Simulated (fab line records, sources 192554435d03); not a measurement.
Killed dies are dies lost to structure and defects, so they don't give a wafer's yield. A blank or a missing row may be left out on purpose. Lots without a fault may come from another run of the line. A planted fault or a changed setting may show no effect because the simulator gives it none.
Chamber matching | flow n5_finfet | N5_SD_EPI_P_ETCH_47 on rie_diel-03: 4 sister chambers
The step etches SiOCN in CH3F/O2, target depth 25 nm. 8 wafers are shown with their chamber, then 6 later ones without.

WAFERS WITH THEIR CHAMBER
wafer  | chamber | showerhead_plenum_p_Torr (Torr) | oes_product_au (a.u.)
L075.4 | 1       | 2.09                            | 0.76
L079.1 | 1       | 2.08                            | 0.76
L079.4 | 3       | 1.86                            | 0.81
L082.1 | 3       | 1.85                            | 0.80
L082.6 | 0       | 2.06                            | 0.73
L084.3 | 2       | 2.08                            | 0.76
L084.5 | 0       | 2.06                            | 0.72
L084.6 | 2       | 2.08                            | 0.76

WAFERS WITHOUT THEIR CHAMBER
wafer  | showerhead_plenum_p_Torr (Torr) | oes_product_au (a.u.)
L090.1 | 2.08                            | 0.75
L090.3 | 2.06                            | 0.71
L090.6 | 2.06                            | 0.71
L097.1 | 2.05                            | 0.70
L097.4 | 2.08                            | 0.74
L097.5 | 2.05                            | 0.70

WHICH CHAMBER EACH WENT THROUGH
wafer  | from the rows above          | in truth
L090.1 | can't be placed: 2 or 1      | 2
L090.3 | 0                            | 0
L090.6 | 0                            | 0
L097.1 | 0                            | 0
L097.4 | can't be placed: 2 or 1 or 0 | 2
L097.5 | 0                            | 0
Placed correctly: 4 of 6. Can't be placed from these rows: 2 (the true chamber is among the candidates in 2). Placed wrongly: 0.
How it was worked out, from the rows above alone: a wafer's distance from a chamber is the root of the sum, over the readings, of the square of ((its reading less the chamber's mean) divided by the reading's scatter). The wafer belongs to the nearest chamber; if the next one is less than 2 further off, it can't be placed. A chamber's mean is the mean of its shown wafers. The scatter: the root of (the sum of the squares of (reading less its chamber's mean) over the shown wafers, divided by (wafers less chambers)).
